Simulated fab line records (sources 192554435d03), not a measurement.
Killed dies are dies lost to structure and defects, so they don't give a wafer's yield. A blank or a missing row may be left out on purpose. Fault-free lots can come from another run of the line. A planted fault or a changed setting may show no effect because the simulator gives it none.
fab line records    flow n5Finfet
record lots=24  wafers=72  lastDay=17
route steps=1938 shown DUMMY_GATE@233 SD_ACTIVATION@330 SDB@356
lots that met no fault: from a run of the same line without faults
startH: hours from the record's opening day to when the first of the lot's shown wafers began    waitH: hours from the lot's prior step to this one    " identical to the entry in the row above    L1.1+2: a single row standing in for several wafers    - no value present, or no start provided    * or withheld: withheld    < > ~ a bound
route shown NAME@n: NAME is a module with steps in the file, n the number in the route of the first one    usual: mean/standard deviation of fault-free wafers    same: alike in all rows    chamber/n: place in a boat    sites: each site's reading    _std_site: standard deviation of those values    _edge_site: the outer-site mean with the inner-site mean subtracted    radiusMm: for every site, how far away it sits from the centre of the wafer    mask NAME#n: copy n    behind: the last tool/chamber to shape the wafer    hold: cause of the lot's hold/its duration in hours/its outcome    device: transistor that didn't switch, given as n, p or np    end of line: at the end of the route, the tests of the same wafers    a step given without rows: its recipe and nothing more    killed: dies lost to structure and defects at the first sort, not the wafer's yield    map: the dies of a wafer, with x for killed, . for not killed, _ for no die there
set.NAME: the setting the step ran with; set.NAME@STEP: the setting that earlier step ran with    model.NAME: the simulator's own value behind a step, which no gauge read
one table for each step of the route and one row for each wafer, over a sample of lots
services: when a tool's chamber went out of use (startH, in hours from the record's first day, below 0 if earlier), for how many hours, and the reason
## steps
# step N5_DUMMY_GATE_INSPECT_17
# recipe mode=adi  inspectInstrument=brightfield
# usual rawDefectCount=205/56
lot.wafer  tool              chamber  startH  waitH  rawDefectCount
L074.2     defectInspect-01  -        52.61   0.0    150
L074.5     "                 -        "       "      205
L074.6     "                 -        "       "      134
L075.2     defectInspect-01  -        55.13   0.0    263
L075.5     "                 -        "       "      242
L075.6     "                 -        "       "      253
L076.1     defectInspect-02  -        60.49   0.1    221
L076.4     "                 -        "       "      198
L076.6     "                 -        "       "      147
L077.1     defectInspect-02  -        64.42   0.1    180
L077.4     "                 -        "       "      238
L077.5     "                 -        "       "      185
L078.1     defectInspect-02  -        71.30   0.1    179
L078.2     "                 -        "       "      256
L078.3     "                 -        "       "      323
L079.2     defectInspect-01  -        76.11   0.0    212
L079.4     "                 -        "       "      243
L079.6     "                 -        "       "      236
L080.2     defectInspect-02  -        81.08   0.0    195
L080.4     "                 -        "       "      296
L080.5     "                 -        "       "      247
L081.1     defectInspect-02  -        89.88   0.1    120
L081.4     "                 -        "       "      138
L081.5     "                 -        "       "      171
L082.1     defectInspect-02  -        93.12   0.1    195
L082.4     "                 -        "       "      331
L082.5     "                 -        "       "      182
L083.1     defectInspect-01  -        101.43  0.1    165
L083.4     "                 -        "       "      143
L083.5     "                 -        "       "      109
L084.1     defectInspect-01  -        106.19  0.1    206
L084.2     "                 -        "       "      174
L084.5     "                 -        "       "      198
L085.3     defectInspect-02  -        120.08  0.0    211
L085.4     "                 -        "       "      273
L085.5     "                 -        "       "      280
L086.3     defectInspect-01  -        123.97  0.0    188
L086.4     "                 -        "       "      205
L086.6     "                 -        "       "      133
L087.1     defectInspect-02  -        125.53  0.1    225
L087.4     "                 -        "       "      247
L087.6     "                 -        "       "      189
L088.1     defectInspect-02  -        131.90  0.1    253
L088.4     "                 -        "       "      322
L088.5     "                 -        "       "      289
L089.2     defectInspect-02  -        137.68  0.0    143
L089.4     "                 -        "       "      175
L089.6     "                 -        "       "      189
L090.2     defectInspect-02  -        141.63  0.0    212
L090.3     "                 -        "       "      187
L090.6     "                 -        "       "      290
L091.1     defectInspect-01  -        151.06  0.1    120
L091.3     "                 -        "       "      144
L091.6     "                 -        "       "      178
L092.2     defectInspect-01  -        153.93  0.0    89
L092.4     "                 -        "       "      197
L092.5     "                 -        "       "      244
L093.2     defectInspect-01  -        162.95  0.0    180
L093.3     "                 -        "       "      234
L093.5     "                 -        "       "      162
L094.1     defectInspect-02  -        167.70  0.1    202
L094.4     "                 -        "       "      220
L094.5     "                 -        "       "      163
L095.1     defectInspect-01  -        173.21  0.1    209
L095.3     "                 -        "       "      184
L095.6     "                 -        "       "      153
L096.2     defectInspect-01  -        179.64  0.0    194
L096.3     "                 -        "       "      200
L096.5     "                 -        "       "      192
L097.1     defectInspect-01  -        183.84  0.1    203
L097.2     "                 -        "       "      128
L097.3     "                 -        "       "      122
# step N5_SD_ACTIVATION_RTA_00
# recipe tempC=975  timeS=0  ambient=N2  idleTempC=600  rampUpCPerS=150  rampDownCPerS=60  coolToC=600
# usual lampPowerPct=8.96/0.057  lamp_zone_3_pct=8.952/0.029  lamp_zone_4_pct=8.949/0.026  lamp_zone_5_pct=8.955/0.026  wafer_temp_C_max=974.7/2
lot.wafer  tool          chamber  startH  waitH  lampPowerPct  lamp_zone_3_pct  lamp_zone_4_pct  lamp_zone_5_pct  wafer_temp_C_max
L074.2     rtpAnneal-02  0        64.56   0.1    9.01          8.982            8.974            8.939            973.6
L074.5     "             0        "       "      9.02          8.972            8.941            8.968            972.4
L074.6     "             0        "       "      8.97          8.962            8.940            8.913            975.9
L075.2     rtpAnneal-02  0        66.31   0.3    8.96          9.034            8.933            8.972            973.4
L075.5     "             0        "       "      8.91          8.922            8.914            8.949            974.5
L075.6     "             0        "       "      9.00          8.926            8.971            8.936            976.0
L076.1     rtpAnneal-01  0        72.10   0.0    8.96          8.915            8.981            8.917            977.9
L076.4     "             0        "       "      8.89          8.948            8.948            8.922            974.6
L076.6     "             0        "       "      9.06          8.947            8.982            8.981            973.4
L077.1     rtpAnneal-02  0        76.76   0.2    8.91          8.980            8.956            8.968            972.0
L077.4     "             0        "       "      8.97          8.946            8.934            8.983            973.1
L077.5     "             0        "       "      8.99          8.951            8.921            8.899            972.2
L078.1     rtpAnneal-02  0        83.87   0.2    8.90          8.984            8.969            8.972            973.3
L078.2     "             0        "       "      8.93          8.949            8.970            8.940            975.8
L078.3     "             0        "       "      8.90          8.933            8.968            8.960            975.5
L079.2     rtpAnneal-02  0        87.61   0.1    9.01          8.911            8.952            8.994            974.0
L079.4     "             0        "       "      8.90          8.961            8.926            8.980            972.7
L079.6     "             0        "       "      9.00          8.988            8.957            8.936            974.7
L080.2     rtpAnneal-01  0        94.26   0.1    8.99          8.931            8.964            8.935            973.9
L080.4     "             0        "       "      8.97          8.944            8.958            8.967            971.5
L080.5     "             0        "       "      8.98          8.927            8.952            8.982            975.6
L081.1     rtpAnneal-02  0        100.76  0.3    8.99          8.966            8.904            9.005            975.1
L081.4     "             0        "       "      9.05          8.909            8.930            8.923            974.9
L081.5     "             0        "       "      9.01          8.893            8.925            8.975            973.3
L082.1     rtpAnneal-02  0        106.49  0.0    8.90          8.977            8.977            8.988            974.6
L082.4     "             0        "       "      9.04          8.958            8.893            8.937            975.1
L082.5     "             0        "       "      8.98          8.959            8.933            8.909            976.0
L083.1     rtpAnneal-02  0        113.12  0.0    9.00          8.924            8.959            8.937            978.3
L083.4     "             0        "       "      9.08          8.912            8.924            8.958            977.1
L083.5     "             0        "       "      8.93          8.975            8.968            8.951            976.5
L084.1     rtpAnneal-01  0        117.39  0.2    8.97          8.979            8.976            8.957            973.3
L084.2     "             0        "       "      9.07          8.956            8.959            8.909            974.0
L084.5     "             0        "       "      8.94          8.948            8.925            8.986            975.7
L085.3     rtpAnneal-02  0        130.80  0.1    8.92          8.963            8.953            8.984            973.0
L085.4     "             0        "       "      8.92          8.999            8.982            8.977            973.3
L085.5     "             0        "       "      8.97          8.952            8.950            8.953            974.3
L086.3     rtpAnneal-02  0        135.87  0.1    9.01          9.020            8.995            8.959            978.9
L086.4     "             0        "       "      8.95          8.953            8.962            8.915            976.2
L086.6     "             0        "       "      9.02          8.937            8.958            8.964            975.5
L087.1     rtpAnneal-02  0        137.24  0.0    9.00          8.921            8.985            8.950            971.7
L087.4     "             0        "       "      8.89          8.936            8.942            9.007            978.4
L087.6     "             0        "       "      8.86          8.867            8.968            8.940            976.1
L088.1     rtpAnneal-02  0        143.95  0.3    8.89          8.950            8.990            8.929            975.3
L088.4     "             0        "       "      8.96          8.926            8.921            8.965            974.6
L088.5     "             0        "       "      8.93          8.980            8.950            8.984            973.0
L089.2     rtpAnneal-01  0        149.88  0.1    8.93          8.975            8.951            8.926            976.3
L089.4     "             0        "       "      8.98          8.940            8.912            8.965            971.4
L089.6     "             0        "       "      9.03          8.959            8.941            8.938            972.9
L090.2     rtpAnneal-02  0        152.46  0.1    8.91          8.983            8.921            8.968            974.1
L090.3     "             0        "       "      9.00          8.961            8.960            8.895            974.7
L090.6     "             0        "       "      9.01          8.988            8.943            8.974            977.3
L091.1     rtpAnneal-02  0        161.41  0.0    8.95          8.944            8.918            8.997            975.6
L091.3     "             0        "       "      9.01          8.994            8.968            8.936            975.2
L091.6     "             0        "       "      8.84          8.961            8.946            8.966            975.5
L092.2     rtpAnneal-01  0        164.28  0.1    8.92          8.970            8.935            8.942            976.2
L092.4     "             0        "       "      8.89          8.995            8.955            8.960            973.8
L092.5     "             0        "       "      8.93          8.977            8.944            8.936            973.4
L093.2     rtpAnneal-02  0        173.45  0.1    8.99          8.927            8.927            8.926            972.0
L093.3     "             0        "       "      8.85          8.975            8.934            8.916            970.3
L093.5     "             0        "       "      9.05          8.934            8.953            8.963            969.6
L094.1     rtpAnneal-02  0        178.71  0.1    8.93          8.903            8.972            8.933            972.9
L094.4     "             0        "       "      8.89          9.019            8.937            8.884            977.7
L094.5     "             0        "       "      8.91          8.942            9.009            8.950            976.2
L095.1     rtpAnneal-01  0        185.52  0.0    8.95          8.927            8.928            8.956            975.4
L095.3     "             0        "       "      8.90          8.952            8.954            8.895            973.3
L095.6     "             0        "       "      8.82          8.946            8.918            8.944            976.0
L096.2     rtpAnneal-02  0        191.07  0.1    8.95          8.986            8.959            8.957            975.5
L096.3     "             0        "       "      8.99          8.946            8.953            8.978            974.1
L096.5     "             0        "       "      8.82          8.889            8.935            8.945            975.0
L097.1     rtpAnneal-02  0        195.71  0.0    8.99          8.885            8.892            8.943            975.8
L097.2     "             0        "       "      8.89          8.936            8.943            8.953            973.0
L097.3     "             0        "       "      8.89          8.920            8.961            8.945            975.9
# step N5_SDB_CD_MEAS_11
# recipe targetCdNm=50  landingEnergyEv=500  detector=seInlens  polarity=opening
# usual cdNm=50.9/1.4
lot.wafer  tool      chamber  startH  waitH  cdNm
L074.2     cdSem-03  0        72.00   -      51.4
L074.5     "         0        "       "      49.5
L074.6     "         0        "       "      53.2
L075.2     cdSem-03  0        74.04   -      51.8
L075.5     "         0        "       "      49.5
L075.6     "         0        "       "      50.5
L076.1     cdSem-02  0        80.17   -      49.2
L076.4     "         0        "       "      52.0
L076.6     "         0        "       "      49.6
L077.1     cdSem-03  0        84.21   -      50.5
L077.4     "         0        "       "      50.9
L077.5     "         0        "       "      51.0
L078.1     cdSem-03  0        91.75   -      49.7
L078.2     "         0        "       "      51.8
L078.3     "         0        "       "      51.2
L079.2     cdSem-03  0        96.89   -      49.5
L079.4     "         0        "       "      49.3
L079.6     "         0        "       "      50.1
L080.2     cdSem-01  0        101.96  -      52.7
L080.4     "         0        "       "      52.6
L080.5     "         0        "       "      49.4
L081.1     cdSem-02  0        108.39  -      51.0
L081.4     "         0        "       "      51.1
L081.5     "         0        "       "      52.5
L082.1     cdSem-02  0        114.10  -      50.3
L082.4     "         0        "       "      50.2
L082.5     "         0        "       "      53.5
L083.1     cdSem-02  0        120.80  -      50.9
L083.4     "         0        "       "      51.1
L083.5     "         0        "       "      49.7
L084.1     cdSem-03  0        125.13  -      50.3
L084.2     "         0        "       "      51.2
L084.5     "         0        "       "      49.1
L085.3     cdSem-02  0        138.21  -      53.6
L085.4     "         0        "       "      50.6
L085.5     "         0        "       "      53.4
L086.3     cdSem-03  0        143.27  -      50.6
L086.4     "         0        "       "      53.1
L086.6     "         0        "       "      53.0
L087.1     cdSem-03  0        144.82  -      51.7
L087.4     "         0        "       "      50.3
L087.6     "         0        "       "      52.7
L088.1     cdSem-01  0        151.43  -      52.6
L088.4     "         0        "       "      50.6
L088.5     "         0        "       "      52.8
L089.2     cdSem-03  0        157.22  -      51.6
L089.4     "         0        "       "      48.8
L089.6     "         0        "       "      51.0
L090.2     cdSem-01  0        159.90  -      49.5
L090.3     "         0        "       "      50.2
L090.6     "         0        "       "      50.4
L091.1     cdSem-01  0        169.27  -      50.7
L091.3     "         0        "       "      52.6
L091.6     "         0        "       "      52.0
L092.2     cdSem-03  0        171.88  -      50.8
L092.4     "         0        "       "      53.1
L092.5     "         0        "       "      48.7
L093.2     cdSem-02  0        181.58  -      52.0
L093.3     "         0        "       "      51.9
L093.5     "         0        "       "      49.6
L094.1     cdSem-02  0        186.67  -      53.7
L094.4     "         0        "       "      50.3
L094.5     "         0        "       "      53.5
L095.1     cdSem-02  0        193.25  -      53.0
L095.3     "         0        "       "      49.8
L095.6     "         0        "       "      51.1
L096.2     cdSem-03  0        198.99  -      48.5
L096.3     "         0        "       "      49.1
L096.5     "         0        "       "      50.3
L097.1     cdSem-02  0        203.70  -      50.4
L097.2     "         0        "       "      51.1
L097.3     "         0        "       "      50.3
# step N5_SDB_INSPECT_13
# recipe mode=adi  inspectInstrument=brightfield
# usual rawDefectCount=74/27
lot.wafer  tool              chamber  startH  waitH  rawDefectCount
L074.2     defectInspect-02  -        72.05   0.0    65
L074.5     "                 -        "       "      65
L074.6     "                 -        "       "      78
L075.2     defectInspect-02  -        74.10   0.0    64
L075.5     "                 -        "       "      48
L075.6     "                 -        "       "      65
L076.1     defectInspect-02  -        80.23   0.0    117
L076.4     "                 -        "       "      89
L076.6     "                 -        "       "      113
L077.1     defectInspect-01  -        84.26   0.0    77
L077.4     "                 -        "       "      85
L077.5     "                 -        "       "      93
L078.1     defectInspect-02  -        91.80   0.0    118
L078.2     "                 -        "       "      100
L078.3     "                 -        "       "      109
L079.2     defectInspect-02  -        96.96   0.0    152
L079.4     "                 -        "       "      84
L079.6     "                 -        "       "      53
L080.2     defectInspect-01  -        102.01  0.0    72
L080.4     "                 -        "       "      88
L080.5     "                 -        "       "      101
L081.1     defectInspect-02  -        108.45  0.0    76
L081.4     "                 -        "       "      80
L081.5     "                 -        "       "      39
L082.1     defectInspect-02  -        114.15  0.0    80
L082.4     "                 -        "       "      63
L082.5     "                 -        "       "      95
L083.1     defectInspect-01  -        120.86  0.0    34
L083.4     "                 -        "       "      44
L083.5     "                 -        "       "      128
L084.1     defectInspect-02  -        125.19  0.0    79
L084.2     "                 -        "       "      52
L084.5     "                 -        "       "      58
L085.3     defectInspect-02  -        138.26  0.0    48
L085.4     "                 -        "       "      107
L085.5     "                 -        "       "      84
L086.3     defectInspect-01  -        143.32  0.0    40
L086.4     "                 -        "       "      43
L086.6     "                 -        "       "      41
L087.1     defectInspect-01  -        144.88  0.0    86
L087.4     "                 -        "       "      93
L087.6     "                 -        "       "      41
L088.1     defectInspect-01  -        151.48  0.0    77
L088.4     "                 -        "       "      43
L088.5     "                 -        "       "      61
L089.2     defectInspect-02  -        157.27  0.0    46
L089.4     "                 -        "       "      35
L089.6     "                 -        "       "      58
L090.2     defectInspect-02  -        159.95  0.0    96
L090.3     "                 -        "       "      104
L090.6     "                 -        "       "      129
L091.1     defectInspect-01  -        169.32  0.0    89
L091.3     "                 -        "       "      57
L091.6     "                 -        "       "      71
L092.2     defectInspect-01  -        171.94  0.0    36
L092.4     "                 -        "       "      28
L092.5     "                 -        "       "      36
L093.2     defectInspect-01  -        181.64  0.0    65
L093.3     "                 -        "       "      61
L093.5     "                 -        "       "      92
L094.1     defectInspect-01  -        186.73  0.0    118
L094.4     "                 -        "       "      77
L094.5     "                 -        "       "      85
L095.1     defectInspect-01  -        193.31  0.0    76
L095.3     "                 -        "       "      87
L095.6     "                 -        "       "      97
L096.2     defectInspect-01  -        199.04  0.0    76
L096.3     "                 -        "       "      37
L096.5     "                 -        "       "      29
L097.1     defectInspect-01  -        203.75  0.0    44
L097.2     "                 -        "       "      142
L097.3     "                 -        "       "      50
# step N5_SDB_DESCUM_16
# recipe chemistry=O2  timeS=7.9  sourcePowerW=50  biasPowerW=20  pressureMtorr=20  rfFrequencyHz=2.712e+07  tempC=40  resist=CAR-ArF  o2FlowSccm=225
# usual drypumpMotorCurrentA=5.6/0.39  oesProductAu=0.79/0.097  rfVppV=243.0/1.3  showerheadPlenumPTorr=2.07/0.056  throttleValvePct=20.29/0.27
lot.wafer  tool        chamber  startH  waitH  drypumpMotorCurrentA  oesProductAu  rfHoursCounterH  rfVppV  showerheadPlenumPTorr  throttleValvePct
L074.2     rieDiel-03  1        72.08   0.0    5.1                   0.69          231              243.4   2.15                   20.56
L074.5     "           2        "       "      5.7                   0.70          -                242.6   2.13                   20.06
L074.6     "           3        "       "      5.5                   0.72          -                241.9   2.09                   20.81
L075.2     rieDiel-01  2        74.13   0.0    5.9                   0.70          227              243.5   2.07                   20.43
L075.5     "           0        "       "      5.7                   0.75          -                241.8   1.99                   20.31
L075.6     "           3        "       "      5.3                   0.72          -                244.4   2.19                   20.42
L076.1     rieDiel-03  0        80.54   0.3    6.4                   0.74          146              243.8   2.08                   20.40
L076.4     "           0        "       "      6.4                   0.74          -                241.9   2.08                   20.38
L076.6     "           1        "       "      5.1                   0.69          -                245.0   2.14                   20.56
L077.1     rieDiel-04  3        84.29   0.0    4.9                   0.79          139              240.6   1.99                   20.29
L077.4     "           3        "       "      4.9                   0.78          -                241.9   1.99                   20.26
L077.5     "           0        "       "      6.1                   0.75          -                242.8   2.05                   20.21
L078.1     rieDiel-01  2        91.93   0.1    5.9                   0.69          236              241.9   2.07                   20.44
L078.2     "           0        "       "      5.7                   0.75          182              242.5   1.99                   20.32
L078.3     "           1        "       "      5.8                   0.90          26               241.7   2.12                   19.77
L079.2     rieDiel-01  3        97.44   0.5    5.3                   0.73          157              247.1   2.19                   20.43
L079.4     "           1        "       "      5.8                   0.89          29               242.4   2.12                   19.76
L079.6     "           1        "       "      5.7                   0.89          -                243.4   2.12                   19.80
L080.2     rieDiel-03  2        102.05  0.0    5.6                   1.02          2                244.5   2.13                   19.76
L080.4     "           1        "       "      5.1                   0.68          246              245.0   2.14                   20.57
L080.5     "           3        "       "      5.4                   0.70          -                243.0   2.08                   20.81
L081.1     rieDiel-01  1        108.48  0.0    5.7                   0.89          34               245.0   2.12                   19.80
L081.4     "           2        "       "      5.9                   0.69          243              243.6   2.06                   20.45
L081.5     "           2        "       "      5.9                   0.69          -                242.1   2.06                   20.46
L082.1     rieDiel-04  0        114.19  0.0    6.1                   0.73          209              242.2   2.05                   20.22
L082.4     "           3        "       "      5.0                   0.78          143              241.2   1.99                   20.28
L082.5     "           3        "       "      5.0                   0.79          -                242.3   1.99                   20.27
L083.1     rieDiel-04  3        121.36  0.5    4.9                   0.79          146              242.0   1.99                   20.28
L083.4     "           1        "       "      5.4                   0.96          8                241.5   2.06                   20.33
L083.5     "           3        "       "      4.9                   0.79          -                243.3   1.99                   20.28
L084.1     rieDiel-01  3        125.22  0.0    5.3                   0.71          166              245.2   2.18                   20.45
L084.2     "           2        "       "      5.9                   0.68          249              243.3   2.06                   20.45
L084.5     "           0        "       "      5.7                   0.73          -                241.4   1.99                   20.33
L085.3     rieDiel-04  2        138.30  0.0    5.5                   0.87          45               242.4   2.05                   20.13
L085.4     "           0        "       "      6.1                   0.73          218              243.6   2.04                   20.25
L085.5     "           0        "       "      6.1                   0.73          -                242.9   2.04                   20.24
L086.3     rieDiel-04  0        143.53  0.2    6.0                   0.73          219              244.2   2.04                   20.23
L086.4     "           2        "       "      5.5                   0.86          46               242.3   2.05                   20.12
L086.6     "           2        "       "      5.5                   0.86          -                243.0   2.05                   20.14
L087.1     rieDiel-03  2        145.13  0.3    5.7                   0.95          18               244.5   2.12                   19.80
L087.4     "           1        "       "      5.1                   0.96          2                243.7   2.14                   20.26
L087.6     "           1        "       "      5.1                   0.95          -                243.1   2.14                   20.23
L088.1     rieDiel-01  1        151.52  0.0    5.7                   0.86          51               242.7   2.11                   19.83
L088.4     "           0        "       "      5.8                   0.73          -                240.2   1.98                   20.34
L088.5     "           3        "       "      5.3                   0.70          -                243.9   2.18                   20.46
L089.2     rieDiel-03  2        157.53  0.3    5.6                   0.93          22               244.9   2.12                   19.79
L089.4     "           3        "       "      5.4                   0.68          224              242.0   2.07                   20.83
L089.6     "           2        "       "      5.6                   0.93          -                243.3   2.12                   19.78
L090.2     rieDiel-04  1        159.99  0.0    5.4                   0.93          20               242.8   2.05                   20.33
L090.3     "           2        "       "      5.5                   0.86          51               243.5   2.04                   20.15
L090.6     "           3        "       "      4.9                   0.77          -                241.1   1.98                   20.29
L091.1     rieDiel-03  3        169.36  0.0    5.4                   0.68          228              244.0   2.07                   20.86
L091.3     "           0        "       "      6.4                   0.72          182              244.4   2.07                   20.47
L091.6     "           2        "       "      5.7                   0.92          -                245.5   2.12                   19.80
L092.2     rieDiel-03  2        171.97  0.0    5.6                   0.92          27               244.3   2.12                   19.81
L092.4     "           0        "       "      6.4                   0.72          183              242.3   2.07                   20.46
L092.5     "           3        "       "      5.5                   0.68          -                242.4   2.07                   20.85
L093.2     rieDiel-04  1        181.67  0.0    5.4                   0.90          28               242.6   2.05                   20.35
L093.3     "           3        "       "      4.9                   0.76          167              241.6   1.98                   20.31
L093.5     "           3        "       "      4.9                   0.76          -                241.9   1.98                   20.32
L094.1     rieDiel-03  1        186.76  0.0    5.1                   0.90          16               243.2   2.13                   20.27
L094.4     "           3        "       "      5.4                   0.67          235              243.7   2.07                   20.84
L094.5     "           2        "       "      5.6                   0.91          -                244.3   2.12                   19.82
L095.1     rieDiel-04  2        193.46  0.1    5.5                   0.83          62               241.7   2.04                   20.14
L095.3     "           0        "       "      6.1                   0.71          235              241.7   2.04                   20.26
L095.6     "           1        "       "      5.4                   0.90          -                242.4   2.05                   20.35
L096.2     rieDiel-04  3        199.12  0.1    5.0                   0.76          172              243.6   1.98                   20.32
L096.3     "           0        "       "      6.1                   0.71          238              241.9   2.04                   20.25
L096.5     "           2        "       "      5.5                   0.83          -                242.6   2.04                   20.16
L097.1     rieDiel-01  3        203.79  0.0    5.3                   0.69          195              245.8   2.17                   20.47
L097.2     "           2        "       "      5.9                   0.94          17               243.0   2.05                   20.14
L097.3     "           0        "       "      5.7                   0.72          221              240.1   1.98                   20.37
# step N5_SDB_ETCH_18
# recipe chemistry=N2/H2  target=SOC  targetDepthA=1000  overetchA=200  maskMaterial=SiARC  tempC=40  timeS=150  ionEnergyEv=200  pressureMtorr=30  sourceW=840  biasW=150  n2FlowSccm=200  h2FlowSccm=200
# usual drypumpMotorCurrentA=5.6/0.39  oesProductAu=0.70/0.079  rfVppV=523.4/2  showerheadPlenumPTorr=2.52/0.063  throttleValvePct=17.7/0.31
lot.wafer  tool        chamber  startH  waitH  drypumpMotorCurrentA  oesProductAu  rfHoursCounterH  rfVppV  showerheadPlenumPTorr  throttleValvePct
L074.2     rieDiel-03  1        72.15   0.0    5.1                   0.62          231              525.2   2.60                   18.0
L074.5     "           2        "       "      5.6                   0.62          -                525.7   2.61                   17.6
L074.6     "           3        "       "      5.4                   0.65          -                522.8   2.54                   18.2
L075.2     rieDiel-01  2        74.20   0.0    5.9                   0.61          227              522.0   2.52                   17.9
L075.5     "           0        "       "      5.7                   0.68          -                520.2   2.42                   17.7
L075.6     "           3        "       "      5.3                   0.65          -                524.8   2.64                   17.7
L076.1     rieDiel-03  0        80.61   0.0    6.4                   0.68          146              524.3   2.53                   17.8
L076.4     "           0        "       "      6.4                   0.67          -                523.8   2.53                   17.8
L076.6     "           1        "       "      5.1                   0.61          -                525.3   2.60                   18.0
L077.1     rieDiel-04  3        84.37   0.0    4.9                   0.71          139              520.2   2.47                   18.0
L077.4     "           3        "       "      4.9                   0.71          -                522.5   2.47                   17.9
L077.5     "           0        "       "      6.1                   0.66          -                522.3   2.49                   17.6
L078.1     rieDiel-01  2        92.01   0.0    5.9                   0.61          236              523.3   2.52                   17.9
L078.2     "           0        "       "      5.7                   0.66          182              520.8   2.42                   17.7
L078.3     "           1        "       "      5.7                   0.79          26               526.7   2.59                   17.1
L079.2     rieDiel-01  3        97.51   0.0    5.4                   0.65          157              526.9   2.64                   17.7
L079.4     "           1        "       "      5.8                   0.79          29               527.3   2.59                   17.2
L079.6     "           1        "       "      5.8                   0.79          -                525.6   2.59                   17.2
L080.2     rieDiel-03  2        102.12  0.0    5.6                   0.88          2                525.0   2.61                   17.2
L080.4     "           1        "       "      5.1                   0.61          246              525.4   2.59                   18.0
L080.5     "           3        "       "      5.4                   0.64          -                521.8   2.53                   18.3
L081.1     rieDiel-01  1        108.55  0.0    5.8                   0.78          34               526.1   2.58                   17.2
L081.4     "           2        "       "      5.9                   0.60          243              524.0   2.52                   18.0
L081.5     "           2        "       "      5.9                   0.60          -                521.8   2.52                   17.9
L082.1     rieDiel-04  0        114.26  0.0    6.0                   0.65          209              523.1   2.49                   17.6
L082.4     "           3        "       "      4.9                   0.70          143              522.6   2.46                   18.0
L082.5     "           3        "       "      4.9                   0.70          -                521.8   2.46                   18.0
L083.1     rieDiel-04  3        121.43  0.0    4.9                   0.70          146              521.1   2.46                   17.9
L083.4     "           1        "       "      5.4                   0.84          8                523.2   2.49                   17.7
L083.5     "           3        "       "      4.9                   0.70          -                520.8   2.46                   17.9
L084.1     rieDiel-01  3        125.29  0.0    5.3                   0.64          166              527.1   2.63                   17.7
L084.2     "           2        "       "      5.9                   0.59          249              521.5   2.51                   18.0
L084.5     "           0        "       "      5.8                   0.66          -                519.3   2.41                   17.7
L085.3     rieDiel-04  2        138.37  0.0    5.5                   0.76          45               522.3   2.46                   17.3
L085.4     "           0        "       "      6.1                   0.64          218              523.9   2.48                   17.6
L085.5     "           0        "       "      6.1                   0.64          -                522.7   2.48                   17.6
L086.3     rieDiel-04  0        143.60  0.0    6.1                   0.64          219              522.6   2.48                   17.6
L086.4     "           2        "       "      5.5                   0.74          46               524.0   2.46                   17.3
L086.6     "           2        "       "      5.5                   0.74          -                522.1   2.46                   17.3
L087.1     rieDiel-03  2        145.20  0.0    5.6                   0.83          19               525.5   2.60                   17.3
L087.4     "           1        "       "      5.1                   0.84          2                524.7   2.59                   17.6
L087.6     "           1        "       "      5.1                   0.85          -                525.4   2.59                   17.6
L088.1     rieDiel-01  1        151.59  0.0    5.8                   0.76          51               525.0   2.58                   17.2
L088.4     "           0        "       "      5.7                   0.65          -                519.4   2.41                   17.7
L088.5     "           3        "       "      5.3                   0.63          -                525.8   2.63                   17.8
L089.2     rieDiel-03  2        157.60  0.0    5.6                   0.82          22               524.6   2.60                   17.3
L089.4     "           3        "       "      5.4                   0.62          224              522.5   2.52                   18.3
L089.6     "           2        "       "      5.6                   0.82          -                525.4   2.60                   17.3
L090.2     rieDiel-04  1        160.06  0.0    5.4                   0.81          20               522.1   2.49                   17.8
L090.3     "           2        "       "      5.5                   0.74          51               522.1   2.46                   17.3
L090.6     "           3        "       "      5.0                   0.69          -                521.6   2.46                   18.0
L091.1     rieDiel-03  3        169.43  0.0    5.4                   0.62          228              523.0   2.52                   18.3
L091.3     "           0        "       "      6.4                   0.65          182              523.8   2.52                   17.8
L091.6     "           2        "       "      5.6                   0.80          -                526.8   2.59                   17.3
L092.2     rieDiel-03  2        172.04  0.0    5.6                   0.80          27               524.7   2.59                   17.3
L092.4     "           0        "       "      6.4                   0.64          183              522.5   2.52                   17.8
L092.5     "           3        "       "      5.4                   0.62          -                522.0   2.52                   18.3
L093.2     rieDiel-04  1        181.74  0.0    5.4                   0.81          28               522.8   2.49                   17.8
L093.3     "           3        "       "      4.9                   0.69          167              520.9   2.45                   18.0
L093.5     "           3        "       "      5.0                   0.69          -                521.1   2.45                   18.0
L094.1     rieDiel-03  1        186.83  0.0    5.1                   0.80          16               526.3   2.58                   17.7
L094.4     "           3        "       "      5.4                   0.62          235              522.2   2.52                   18.3
L094.5     "           2        "       "      5.7                   0.80          -                524.4   2.59                   17.3
L095.1     rieDiel-04  2        193.53  0.0    5.5                   0.73          62               521.7   2.45                   17.3
L095.3     "           0        "       "      6.1                   0.64          235              523.0   2.48                   17.7
L095.6     "           1        "       "      5.4                   0.80          -                522.4   2.49                   17.8
L096.2     rieDiel-04  3        199.19  0.0    4.9                   0.68          172              520.9   2.45                   18.0
L096.3     "           0        "       "      6.1                   0.63          238              523.4   2.47                   17.7
L096.5     "           2        "       "      5.5                   0.72          -                522.1   2.45                   17.3
L097.1     rieDiel-01  3        203.86  0.0    5.3                   0.63          195              525.6   2.62                   17.8
L097.2     "           2        "       "      5.9                   0.82          17               521.9   2.51                   17.6
L097.3     "           0        "       "      5.7                   0.63          221              520.7   2.40                   17.7
## services
tool        chamber  startH  hours  kind
rieDiel-04  1        65.99   7.4    repair
rieDiel-04  2        76.84   9.3    repair
rieDiel-03  2        79.37   -      clean
rieDiel-03  2        79.37   -      consumableReplace:focusRing
rieDiel-03  2        79.37   18.4   scheduledDown
rieDiel-03  2        79.37   18.4   ventCycle
rieDiel-04  1        87.21   -      clean
rieDiel-04  1        87.21   -      consumableReplace:focusRing
rieDiel-04  1        87.21   17.0   scheduledDown
rieDiel-04  1        87.21   17.0   ventCycle
rieDiel-01  3        88.38   7.8    repair
rieDiel-04  3        90.75   21.3   repair
rieDiel-03  1        119.26  -      clean
rieDiel-03  1        119.26  -      consumableReplace:focusRing
rieDiel-03  1        119.26  19.8   scheduledDown
rieDiel-03  1        119.26  19.8   ventCycle
rieDiel-01  2        131.19  -      clean
rieDiel-01  2        131.19  -      consumableReplace:esc
rieDiel-01  2        131.19  -      consumableReplace:focusRing
rieDiel-01  2        131.19  22.0   scheduledDown
rieDiel-01  2        131.19  22.0   ventCycle
rieDiel-01  0        134.94  7.9    repair
rieDiel-03  1        188.21  2.4    repair
rieDiel-01  1        202.82  3.8    repair
## key
fault none
